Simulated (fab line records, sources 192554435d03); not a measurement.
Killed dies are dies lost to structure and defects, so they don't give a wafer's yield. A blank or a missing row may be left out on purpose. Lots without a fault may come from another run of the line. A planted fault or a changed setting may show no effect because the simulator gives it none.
One fault seen from 2 desks | flow n5_finfet | each desk has only its own numbers; what lay behind them comes last

THE TOOL OWNER'S DESK: ald_metal-02
The tool's own readings at N5_BEOL_M11_ALD_74 (deposits TaN, target thk 2 nm, pulse time 2 s, purge time 3 s): means of the sampled wafers that have a number, for each lot that ran on this tool. A lot is out of limits, marked OUT, if its mean lies more than 4 standard deviations from the usual mean; the brackets give that distance.
Columns: A = heater_power_w at N5_BEOL_M11_ALD_74, usual 406 W; B = precursor_vessel_pressure_torr at N5_BEOL_M11_ALD_74, usual 26.25 Torr; C = precursor_vessel_temp_c at N5_BEOL_M11_ALD_74, usual 75.01 C
lot  | first seen here | A   | B     | C
L424 | day 11 17:14    | 415 | 26.28 | 75.01
L439 | day 15 03:24    | 395 | 26.20 | 74.99
L441 | day 15 03:58    | 390 | 26.22 | 75.09
L436 | day 15 04:23    | 385 | 26.25 | 75.05
L440 | day 15 11:29    | 398 | 26.26 | 74.97
L442 | day 15 15:19    | 395 | 26.25 | 75.08
L444 | day 16 19:36    | 426 | 26.24 | 75.12
This desk's finding: nothing out of limits on any of the 7 lots.

THE METROLOGY DESK
What the gauges read, lot by lot, whatever tool the lot ran on: means of the sampled wafers that have a number. A lot is out of limits, marked OUT, if its mean lies more than 4 standard deviations from the usual mean; the brackets give that distance. Of its 24 readings 7 are shown: those that lie furthest out on some lot.
Columns: A = etest_temp_c at N5_BEOL_M15_RC_MEAS_101, usual 25.05 C; B = COMB_M10 at N5_BEOL_M15_RC_MEAS_101, usual 1.47e-11 S/m; C = COMB_M11 at N5_BEOL_M15_RC_MEAS_101, usual 1.5e-11 S/m; D = COMB_M15 at N5_BEOL_M15_RC_MEAS_101, usual 2.6e-12 S/m; E = SERP_M11_max_site at N5_BEOL_M15_RC_MEAS_101, usual 3.15 ohm/um; F = SERP_M14 at N5_BEOL_M15_RC_MEAS_101, usual 0.162 ohm/um; G = SERP_M9 at N5_BEOL_M15_RC_MEAS_101, usual 3.08 ohm/um
lot  | first seen here | A     | B        | C       | D       | E    | F     | G
L424 | day 12 20:32    | 24.94 | 1.45e-11 | 1.5e-11 | 2.2e-12 | 3.26 | 0.163 | 3.16
L439 | day 16 10:17    | 25.17 | 1.27e-11 | 1.3e-11 | 2.3e-12 | 3.08 | 0.162 | 3.03
L441 | day 16 21:34    | 24.99 | 1.20e-11 | 1.5e-11 | 2.2e-12 | 3.16 | 0.165 | 3.08
L440 | day 17 01:04    | 24.89 | 1.38e-11 | 1.2e-11 | 2.0e-12 | 3.11 | 0.159 | 3.15
L436 | day 17 01:50    | 25.00 | 1.81e-11 | 1.0e-11 | 1.9e-12 | 3.14 | 0.158 | 3.02
L442 | day 17 08:52    | 25.11 | 1.69e-11 | 1.7e-11 | 3.7e-12 | 3.14 | 0.160 | 3.07
L444 | day 17 20:31    | 25.01 | 8.73e-12 | 1.1e-11 | 2.6e-12 | 3.24 | 0.167 | 2.97
This desk's finding: nothing out of limits on any of the 7 lots.

PUT TOGETHER
The tool owner's desk saw nothing out of limits.
The metrology desk saw nothing out of limits.

WHAT THE SIMULATOR HAD PUT IN
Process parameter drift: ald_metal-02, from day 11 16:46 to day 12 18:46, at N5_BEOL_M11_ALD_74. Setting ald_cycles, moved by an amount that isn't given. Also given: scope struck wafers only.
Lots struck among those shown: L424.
